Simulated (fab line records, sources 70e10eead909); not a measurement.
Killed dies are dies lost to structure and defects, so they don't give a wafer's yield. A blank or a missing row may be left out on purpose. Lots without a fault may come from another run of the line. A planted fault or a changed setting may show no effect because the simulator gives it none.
fab line records | flow nand_harc
record lots=12 wafers=36 last_day=29
route steps=1159 shown P_M1@306 THIN_TSV@1118 END@1159
lots that met no fault: from a run of the same line without faults
start_h: hours from the record's first day to the start of the lot's first wafer shown | wait_h: hours since the lot's step before | " the same as in the row above | L1.1+2: a row that stands for several wafers | - no value, or no start given | * or withheld: withheld | < > ~ a bound
route shown NAME@n: a module of which the file shows steps, and the number in the route of the first | usual: mean/standard deviation of fault-free wafers | same: alike in all rows | chamber/n: place in a boat | sites: the reading at each site | _std_site: their standard deviation | _edge_site: outer sites' mean less inner sites' | radius_mm: how far each site lies from the wafer's centre | mask NAME#n: copy n | behind: the tool/chamber that last shaped the wafer | hold: why the lot was held/for how many hours/how that ended | device: the transistor (n, p or np) that didn't switch | end of line: the same wafers' tests at the end of the route | a step without rows: its recipe alone | killed: dies lost to structure and defects at the first sort, not the wafer's yield | map: a wafer's dies, x killed, . not, _ none there
set.NAME: the setting as run; set.NAME@STEP: as run at that earlier step | model.NAME: the simulator's own value behind a step, which no gauge read
steps of the route over a sample of lots; a table a step, a row a wafer
services: from which hour (start_h, from the record's first day; less than 0 if before it) a tool's chamber was out of use, for how many hours, and why
## steps
# step NHARC_P_M1_PRE_CLEAN_30
# recipe time_s=30 temp_c=280 gas=H2/He
# usual heater_power_w=421/51
# columns lot.wafer tool chamber start_h wait_h heater_power_w
L158.4 pvd_sputter-02 - 181.07 - 415
L158.1 " - " " 431
L158.6 " - " " 518
L157.1 pvd_sputter-02 - 182.40 - 398
L157.2 " - " " 423
L157.6 " - " " 407
L155.1 pvd_sputter-02 - 184.54 - 399
L155.6 " - " " 409
L155.5 " - " " 425
L159.1 pvd_sputter-01 - 185.26 - 389
L159.3 " - " " 456
L159.6 " - " " 389
L161.4 pvd_sputter-03 - 196.09 - 372
L161.5 " - " " 376
L161.6 " - " " 357
L160.4 pvd_sputter-03 - 196.48 - 370
L160.5 " - " " 370
L160.6 " - " " 390
L165.4 pvd_sputter-02 - 204.73 - 415
L165.2 " - " " 415
L165.5 " - " " 517
L168.2 pvd_sputter-03 - 208.37 - 386
L168.1 " - " " 387
L168.6 " - " " 366
L170.4 pvd_sputter-03 - 219.21 - 363
L170.2 " - " " 367
L170.5 " - " " 364
L173.1 pvd_sputter-03 - 222.82 - 389
L173.2 " - " " 371
L173.6 " - " " 396
L178.2 pvd_sputter-01 - 252.35 - 377
L178.1 " - " " 395
L178.6 " - " " 384
L177.4 pvd_sputter-02 - 252.98 - 541
L177.1 " - " " 411
L177.5 " - " " 419
# step NHARC_THIN_TSV_DESCUM_14
# recipe time_s=3 o2_flow_sccm=200 ar_flow_sccm=0 bias_power_w=0 chemistry=O2
# usual drypump_motor_current_A=5.7/0.55 o2_flow_sccm=199.9/0.57 oes_product_au=1.003/0.0086 rf_vpp_V=57.8/0.92 showerhead_plenum_p_Torr=1.92/0.085 throttle_valve_pct=11.311/0.009
# columns lot.wafer tool chamber start_h wait_h drypump_motor_current_A o2_flow_sccm oes_product_au rf_hours_counter_h rf_vpp_V showerhead_plenum_p_Torr throttle_valve_pct
L158.4 rie_diel-03 0 549.92 - 4.7 200.8 0.996 9 59.2 2.03 11.315
L158.1 " 1 " " 6.2 200.1 1.004 10 58.2 1.84 11.323
L158.6 " 0 " " 4.7 200.3 1.009 - 58.4 2.03 11.315
L155.1 rie_diel-03 2 557.11 - 6.8 200.0 0.986 11 59.6 2.02 11.313
L155.6 " 0 " " 4.7 199.2 0.989 - 57.6 2.03 11.308
L155.5 " 1 " " 6.1 200.2 1.002 - 56.2 1.84 11.314
L159.1 rie_diel-08 2 558.30 - 5.8 199.9 0.995 5 58.3 1.85 11.302
L159.3 " 3 " " 5.8 200.1 1.018 5 57.2 1.87 11.317
L159.6 " 0 " " 5.5 199.4 0.997 - 57.5 1.94 11.317
L157.1 rie_diel-03 1 561.14 - 6.2 200.7 1.011 11 59.6 1.84 11.314
L157.2 " 2 " " 6.8 200.0 1.003 12 58.9 2.02 11.308
L157.6 " 1 " " 6.2 199.8 1.004 - 57.8 1.84 11.313
L161.4 rie_diel-12 1 569.81 - 6.4 200.7 0.996 1 58.1 1.95 11.313
L161.6 " 3 " " 5.8 200.1 1.011 - 59.3 2.05 11.322
L161.5 " 0 " " 5.4 200.5 1.017 - 57.8 1.85 11.323
L160.4 rie_diel-08 1 570.86 - 5.3 199.5 0.992 7 59.1 2.02 11.297
L160.6 " 0 " " 5.5 200.0 1.004 - 56.7 1.94 11.315
L160.5 " 1 " " 5.3 199.8 0.999 - 58.0 2.02 11.330
L165.4 rie_diel-12 0 575.92 - 5.4 199.2 1.019 1 56.1 1.85 11.310
L165.2 " 3 " " 5.9 199.4 1.004 1 58.0 2.05 11.306
L165.5 " 1 " " 6.3 199.9 1.006 - 58.0 1.95 11.294
L168.1 rie_diel-12 0 580.07 - 5.4 200.2 1.006 2 57.9 1.85 11.311
L168.2 " 2 " " 5.4 199.3 0.999 2 56.9 1.83 11.318
L168.6 " 0 " " 5.4 199.2 1.010 - 58.0 1.85 11.308
L170.4 rie_diel-03 0 604.70 - 4.7 200.1 1.011 1 58.6 2.03 11.314
L170.2 " 1 " " 6.1 199.7 1.000 1 58.4 1.83 11.324
L170.5 " 3 " " 5.1 200.5 1.002 - 57.3 1.81 11.311
L173.1 rie_diel-12 2 608.30 - 5.3 200.5 1.015 6 56.6 1.83 11.302
L173.2 " 3 " " 5.9 200.0 1.015 5 58.4 2.05 11.298
L173.6 " 1 " " 6.3 199.8 1.002 - 57.2 1.95 11.307
L178.1 rie_diel-03 0 636.67 - 4.7 200.1 1.008 4 57.6 2.03 11.313
L178.2 " 2 " " 6.8 199.3 0.999 4 58.2 2.02 11.310
L178.6 " 1 " " 6.1 199.6 1.004 - 55.9 1.83 11.316
L177.4 rie_diel-12 2 640.27 - 5.3 199.8 0.992 9 57.3 1.83 11.288
L177.1 " 3 " " 5.9 200.2 1.025 9 58.8 2.04 11.313
L177.5 " 2 " " 5.3 200.1 1.012 - 56.5 1.83 11.308
# step NHARC_THIN_TSV_DEGAS_49
# recipe temp_c=300 time_s=120
# usual heater_power_w=476/53
# columns lot.wafer tool chamber start_h wait_h heater_power_w
L158.1 pvd_sputter-02 - 552.75 0.1 504
L158.4 " - " " 463
L158.6 " - " " 448
L155.1 pvd_sputter-03 - 560.14 0.2 436
L155.6 " - " " 427
L155.5 " - " " 446
L159.3 pvd_sputter-03 - 561.47 0.1 434
L159.1 " - " " 443
L159.6 " - " " 417
L157.2 pvd_sputter-02 - 563.79 0.1 469
L157.1 " - " " 437
L157.6 " - " " 454
L161.4 pvd_sputter-01 - 572.43 0.1 461
L161.6 " - " " 469
L161.5 " - " " 539
L160.4 pvd_sputter-03 - 573.51 0.1 439
L160.5 " - " " 427
L160.6 " - " " 435
L165.4 pvd_sputter-03 - 578.52 0.1 431
L165.2 " - " " 423
L165.5 " - " " 414
L168.1 pvd_sputter-02 - 582.67 0.1 473
L168.2 " - " " 471
L168.6 " - " " 601
L170.2 pvd_sputter-02 - 607.35 0.1 470
L170.4 " - " " 585
L170.5 " - " " 456
L173.1 pvd_sputter-02 - 610.98 0.1 465
L173.2 " - " " 477
L173.6 " - " " 478
L178.1 pvd_sputter-02 - 639.39 0.1 484
L178.2 " - " " 471
L178.6 " - " " 472
L177.4 pvd_sputter-02 - 642.95 0.1 596
L177.1 " - " " 467
L177.5 " - " " 493
# step NHARC_THIN_TSV_PRE_CLEAN_54
# recipe time_s=30 temp_c=280 gas=H2/He
# usual heater_power_w=421/45
# columns lot.wafer tool chamber start_h wait_h heater_power_w
L158.1 pvd_sputter-01 - 554.84 0.1 409
L158.4 " - " " 412
L158.6 " - " " 401
L155.1 pvd_sputter-01 - 562.20 0.1 483
L155.5 " - " " 393
L155.6 " - " " 500
L159.1 pvd_sputter-03 - 563.64 0.0 382
L159.3 " - " " 375
L159.6 " - " " 396
L157.2 pvd_sputter-01 - 565.89 0.1 512
L157.1 " - " " 413
L157.6 " - " " 418
L161.4 pvd_sputter-01 - 574.47 0.1 416
L161.6 " - " " 412
L161.5 " - " " 464
L160.4 pvd_sputter-03 - 575.63 0.1 369
L160.6 " - " " 374
L160.5 " - " " 370
L165.4 pvd_sputter-02 - 580.61 0.1 397
L165.2 " - " " 419
L165.5 " - " " 428
L168.2 pvd_sputter-03 - 584.96 0.1 387
L168.1 " - " " 387
L168.6 " - " " 377
L170.4 pvd_sputter-02 - 609.65 0.0 435
L170.2 " - " " 523
L170.5 " - " " 428
L173.1 pvd_sputter-03 - 613.07 0.1 378
L173.2 " - " " 391
L173.6 " - " " 373
L178.2 pvd_sputter-01 - 641.51 0.0 407
L178.1 " - " " 504
L178.6 " - " " 411
L177.4 pvd_sputter-02 - 644.99 0.1 433
L177.1 " - " " 393
L177.5 " - " " 426
# step NHARC_END_SORT_01
# recipe temp_c=25
# usual defect_limited_yield=95.1/1.7 killed_at_array=29/11 killed_at_other=0.5/0.85 killed_at_periphery=3.0/2.3 killed_dies=33/12 killed_open=3.3/1.9 killed_short=2.0/1.5 sort_bin_2_pct=1.5/0.66 sort_bin_3_pct=0.25/0.21 sort_bin_4_pct=3.1/1.2 sort_n_pass=644/12 sort_rim_yield_pct=96.7/2 sort_yield_pct=95.1/1.7
# same gross_dies=677 sort_bin_5_pct[%]=0 sort_bin_6_pct[%]=0 sort_bin_7_pct[%]=0 sort_bin_8_pct[%]=0 sort_rim_n_gross=106.00
# columns lot.wafer tool chamber start_h wait_h defect_limited_yield[%] killed_at_array killed_at_other killed_at_periphery killed_dies killed_open killed_short sort_bin_2_pct[%] sort_bin_3_pct[%] sort_bin_4_pct[%] sort_n_pass sort_rim_yield_pct[%] sort_yield_pct[%]
L173.1 prober-02 0 638.68 2.5 87.9 14 0 68 82 1 1 4.7 3.69 3.7 595 86.8 87.9
L173.2 prober-02 0 639.48 2.8 97.5 17 0 0 17 3 0 0.7 0.30 1.5 660 100.0 97.5
L173.6 prober-02 0 642.69 4.0 88.9 15 0 60 75 2 4 4.1 3.25 3.7 602 86.8 88.9
# killed by level:class
L173.1 P_M1:unspecified=66 A_BONDPAD:chamber_film_flake=6 A_CHANNEL_HOLE_D1:chamber_film_flake=3 A_STAIRCASE:chamber_film_flake=3 P_M1:geometric_particle:short=1 A_M0:geometric_particle:open=1 P_M2:chamber_film_flake=1 A_BLC:chamber_film_flake=1
L173.2 A_CHANNEL_HOLE_D1:chamber_film_flake=9 A_STAIRCASE:chamber_film_flake=3 A_CONTACT:geometric_particle:open=2 A_BONDPAD:chamber_film_flake=2 A_SOURCE_PLATE:geometric_particle:open=1
L173.6 P_M1:unspecified=59 A_CHANNEL_HOLE_D1:chamber_film_flake=6 A_CHANNEL_FILL_D1:geometric_particle:short=2 A_BONDPAD:chamber_film_flake=2 P_CONTACT:geometric_particle:short=1 A_ONON_D1:geometric_particle:short=1 A_M0:geometric_particle:open=1 A_M1:geometric_particle:open=1
## services
# columns tool chamber start_h hours kind
pvd_sputter-01 - 158.00 10.0 pm
pvd_sputter-03 - 179.13 6.0 repair
pvd_sputter-01 - 193.37 2.8 repair
rie_diel-12 - 202.44 9.0 pm
pvd_sputter-02 - 214.07 10.0 pm
rie_diel-03 - 215.30 9.0 pm
pvd_sputter-03 - 249.65 10.3 repair
pvd_sputter-03 - 280.08 10.0 pm
pvd_sputter-01 - 336.03 10.0 pm
pvd_sputter-03 - 343.78 1.4 repair
rie_diel-12 1 369.58 8.6 repair
pvd_sputter-01 - 371.10 1.8 repair
rie_diel-12 - 379.44 9.0 pm
rie_diel-03 2 382.39 7.4 repair
rie_diel-03 0 386.69 1.8 repair
rie_diel-03 1 388.34 9.2 repair
pvd_sputter-02 - 392.07 10.0 pm
pvd_sputter-03 - 458.10 10.0 pm
pvd_sputter-01 - 497.09 5.2 repair
pvd_sputter-01 - 514.03 10.0 pm
pvd_sputter-03 - 518.33 1.3 repair
pvd_sputter-02 - 570.07 10.0 pm
pvd_sputter-03 - 636.10 10.0 pm
pvd_sputter-01 - 644.44 1.1 repair
## key
first_sign step=NHARC_END_SORT_01 reading=killed_at_periphery direction=up sigmas=27 usual=3.0 struck=64
effect step=NHARC_END_SORT_01 reading=defect_limited_yield direction=down sigmas=3.9 usual=95.1 struck=88.4
more_kills_born_at NHARC_P_M1_PRE_CLEAN_30@pvd_sputter-03=125
met_at NHARC_P_M1_PRE_CLEAN_30
struck_lots L173
struck_wafers L173.1,L173.6
not_acting_at NHARC_THIN_TSV_DESCUM_14,NHARC_THIN_TSV_DEGAS_49,NHARC_THIN_TSV_PRE_CLEAN_54
onset_between 208.37 222.82
fault kind=chamber_particle_source tool=pvd_sputter-03 chamber=- onset_h=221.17 steps=NHARC_P_M1_PRE_CLEAN_30 rate_per_visit_cm2=1.3998 end_h=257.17 scope=struck_wafers_only
